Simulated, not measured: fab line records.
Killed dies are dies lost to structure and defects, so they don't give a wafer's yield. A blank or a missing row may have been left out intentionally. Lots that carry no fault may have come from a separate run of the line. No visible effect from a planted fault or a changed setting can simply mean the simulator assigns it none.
Lot-split experiment    flow n5-finfet    39 wafers read from 7 lots, route of 1938 steps

SPLIT DETAILS
At N5_ZERO_LAYER_DEVELOP_10 (develop time 60 s), the setting develop-time-s was moved away from the recipe's 60 s on 18 of the 39 wafers read, by -59.5% to +40.3%. For the rest of the wafers, this setting stayed at what the recipe calls for.

FROM THE SPLIT TO THE READING: what the file shows between them, 1 step
- N5_ZERO_LAYER_HARDBAKE_23: time 120 s

THE READING
Shown in nm: cd-nm at N5_ZERO_LAYER_CD_MEAS_11, with target cd 2000 nm. On this fab line, fault-free wafers typically give 2000.1 nm with a standard deviation of 1.7 nm.

wafer   tool, chamber at the split  develop-time-s as run, s  against the recipe  cd-nm, nm  against lot-mates on the recipe
L076.1  litho-track-03, 0           60                        recipe              1999.4     -
L076.2  litho-track-03, 0           40.45                     -32.6%              1988.6     -11.4
L076.3  litho-track-03, 0           40.45                     -32.6%              1991.4     -8.6
L076.4  litho-track-03, 0           40.45                     -32.6%              1991.7     -8.3
L076.5  litho-track-03, 0           60                        recipe              1999.5     -
L076.6  litho-track-03, 0           60                        recipe              2001.0     -
L078.1  litho-track-03, 0           60                        recipe              1996.7     -
L078.3  litho-track-03, 0           60                        recipe              1998.0     -
L078.6  litho-track-03, 0           60                        recipe              2000.6     -
L079.1  litho-track-03, 0           24.51                     -59.1%              1982.6     -17.2
L079.2  litho-track-03, 0           60                        recipe              2000.2     -
L079.3  litho-track-03, 0           24.51                     -59.1%              1983.6     -16.2
L079.4  litho-track-03, 0           60                        recipe              1997.7     -
L079.5  litho-track-03, 0           60                        recipe              2001.6     -
L079.6  litho-track-03, 0           24.51                     -59.1%              1980.8     -19.0
L087.1  litho-track-03, 0           60                        recipe              2002.0     -
L087.2  litho-track-03, 0           72.55                     +20.9%              2003.3     +3.2
L087.3  litho-track-03, 0           60                        recipe              2000.7     -
L087.4  litho-track-03, 0           72.55                     +20.9%              2006.7     +6.6
L087.5  litho-track-03, 0           60                        recipe              1997.7     -
L087.6  litho-track-03, 0           72.55                     +20.9%              2003.7     +3.6
L090.1  litho-track-02, 0           84.18                     +40.3%              2004.1     +5.7
L090.2  litho-track-02, 0           84.18                     +40.3%              2003.7     +5.3
L090.3  litho-track-02, 0           60                        recipe              1997.7     -
L090.4  litho-track-02, 0           60                        recipe              2000.0     -
L090.5  litho-track-02, 0           60                        recipe              1997.4     -
L090.6  litho-track-02, 0           84.18                     +40.3%              2006.4     +8.0
L094.1  litho-track-03, 0           32.55                     -45.8%              1987.4     -12.8
L094.2  litho-track-03, 0           60                        recipe              2001.4     -
L094.3  litho-track-03, 0           32.55                     -45.8%              1987.9     -12.3
L094.4  litho-track-03, 0           32.55                     -45.8%              1984.8     -15.4
L094.5  litho-track-03, 0           60                        recipe              2000.4     -
L094.6  litho-track-03, 0           60                        recipe              1998.7     -
L097.1  litho-track-05, 0           24.31                     -59.5%              1983.0     -18.5
L097.2  litho-track-05, 0           60                        recipe              2000.4     -
L097.3  litho-track-05, 0           60                        recipe              2002.6     -
L097.4  litho-track-05, 0           24.31                     -59.5%              1982.7     -18.8
L097.5  litho-track-05, 0           24.31                     -59.5%              1981.5     -20.0
L097.6  litho-track-05, 0           60                        recipe              2001.4     -

THE FIT
A straight line over all 39 wafers: cd-nm changes by +0.255 nm for each +1% of develop-time-s; r = +0.96; the points scatter about the line by 2.2 nm.
The same after taking each lot's own level away (the mean of its wafers on the recipe; 39 wafers): +0.271 nm for each +1%; r = +0.97; scatter 1.9 nm.
According to that fit, moving develop-time-s by its largest amount changes the reading by 16 nm.
Measured against the standard deviation above, the lots' own levels, which go from 1998.37 to 2001.47 nm, span 1.8 times it.
The two slopes are in agreement: the lot-to-lot level therefore moves the slope only a little.
Check: -16.9 nm against its lot-mates is what the line predicts for one of the wafers moved furthest among these (-59.5%) when that wafer is left out of the fit. It came out at -18.5 nm against them.

THE WHOLE CHAIN: every reading that the file lists as answering this split, in the file's order
step                      what it does              reading                                                            change (the file's fit)                r (the file's)
N5_ZERO_LAYER_CD_MEAS_11  target cd 2000 nm         cd-nm                                                              +0.281 nm for each +1% of the setting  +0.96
N5_ZERO_LAYER_DESCUM_16   chemistry O2, time 7.9 s  ZERO_LAYER.cd-nm (the simulator's own value, which no gauge read)  +0.28 nm for each +1% of the setting   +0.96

THE FILE'S OWN FIT
cd-nm changes by +0.281 nm for each +1% of develop-time-s, r = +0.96.
